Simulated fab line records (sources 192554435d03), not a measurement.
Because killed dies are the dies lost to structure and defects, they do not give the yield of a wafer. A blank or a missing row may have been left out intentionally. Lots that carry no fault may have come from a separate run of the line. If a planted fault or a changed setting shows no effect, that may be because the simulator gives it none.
8D (eight disciplines) problem report, filled in by code | flow n5_finfet | the parts of the form that need people (team, actions taken, sign-off) are left out

1. WHAT WENT WRONG
Mean of oes_product_au at N5_BEOL_M8_VIA_ETCH_34: 1.14 a.u. across 3 wafers in 3 lots; on wafers with no fault it is 0.81 a.u. (standard deviation 0.07). Measured from the usual mean, that is +4.7 standard deviations.
The step: etches SiCOH lowk in C4F6/O2, target depth 125.5 nm, time 50.5 s.
Seen first at day 11 09:02 on rie_diel-06, wafer L379.5. The record has a number at this step for 19 wafers belonging to 7 lots. By rule, "out" or "out of limits" means more than 4 standard deviations away from the usual mean. The other wafers with a number count as sound.

2. WHAT IT IS, AND WHAT IT ISN'T
question                    | is                     | is not
which readings at this step | oes_product_au         | bias_w, drypump_motor_current_A, mfc_ar_sccm, rf_vpp_V, showerhead_plenum_p_Torr, throttle_valve_pct
which lots                  | L379, L382, L383       | L374, L391, L392, L393
which wafers of those lots  | L379.5, L382.6, L383.5 | L379.1, L382.2, L382.4, L383.1
read on which tools         | rie_diel-06            | rie_diel-05
when                        | from day 11 09:02      | up to then (4 sound wafers); but 12 sound wafers of L382, L383, L391, L392, L393 came after

3. SUSPECTS, AND WHAT RULES EACH OUT
Counting: a tool at a process step up to the reading stays a suspect if it ran every lot that is out. Sound lots after the first of them don't rule it out here, since some wafers of a struck lot are sound.
- rie_diel-06 at N5_BEOL_M8_DESCUM_33 (chemistry O2, time 7 s): kept. Every lot that is out went through it, the first being L379 (day 11 08:51); the last sound lot it ran before that was L374 (day 10 03:13).
- rie_diel-06 at N5_BEOL_M8_ETCH_72 (etches underlayer in N2/H2, target depth 6.5 nm, time 5.2 s): kept. Every lot that is out went through it, the first being L379 (day 11 08:53); the last sound lot it ran before that was L374 (day 10 03:15).
- rie_diel-06 at N5_BEOL_M8_ETCH_65 (etches SiARC in CF4, target depth 15.6 nm, time 26 s): kept. Every lot that is out went through it, the first being L379 (day 11 08:54); the last sound lot it ran before that was L374 (day 10 03:16).
- rie_diel-06 at N5_BEOL_M8_ETCH_66 (etches SOC in N2/H2, target depth 80 nm, overetch 16 nm, time 120 s): kept. Every lot that is out went through it, the first being L379 (day 11 08:56); the last sound lot it ran before that was L374 (day 10 03:17).
- rie_diel-06 at N5_BEOL_M8_VIA_ETCH_34 (etches SiCOH lowk in C4F6/O2, target depth 125.5 nm, time 50.5 s): kept. Every lot that is out went through it, the first being L379 (day 11 09:02); the last sound lot it ran before that was L374 (day 10 03:24). Out on those wafers are its own readings of oes_product_au.
Left after counting: rie_diel-06 at N5_BEOL_M8_DESCUM_33, rie_diel-06 at N5_BEOL_M8_ETCH_72, rie_diel-06 at N5_BEOL_M8_ETCH_65, rie_diel-06 at N5_BEOL_M8_ETCH_66, rie_diel-06 at N5_BEOL_M8_VIA_ETCH_34.

4. THE CAUSE (what the simulator had put in)
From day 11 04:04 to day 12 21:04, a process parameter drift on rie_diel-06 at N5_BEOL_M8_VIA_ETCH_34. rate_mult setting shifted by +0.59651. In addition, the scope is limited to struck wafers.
Of the 5 suspects that counting leaves, this tool is one.

5. THE CHAIN OF EFFECTS, in route order
Each row: a reading whose mean over the struck wafers that have a number lies more than 3 standard deviations from the usual. Only readings for which the record gives a usual standard deviation are gone through. hours: the time from each lot's start at the first step in this table that gives one to its start at this step, as a median over the lots. sigmas: the change in usual standard deviations.
hours | step                   | reading        | usual     | on struck wafers | change | sigmas
0     | N5_BEOL_M8_VIA_ETCH_34 | oes_product_au | 0.81 a.u. | 1.14             | +0.33  | +4.7
It contains these process steps:
- N5_BEOL_M8_VIA_ETCH_34: etches SiCOH lowk in C4F6/O2, target depth 125.5 nm, time 50.5 s.

6. WHAT WOULD HAVE CAUGHT IT SOONER
In this record the first reading out of limits was taken at day 11 09:02, 5 hours after the fault began at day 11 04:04.
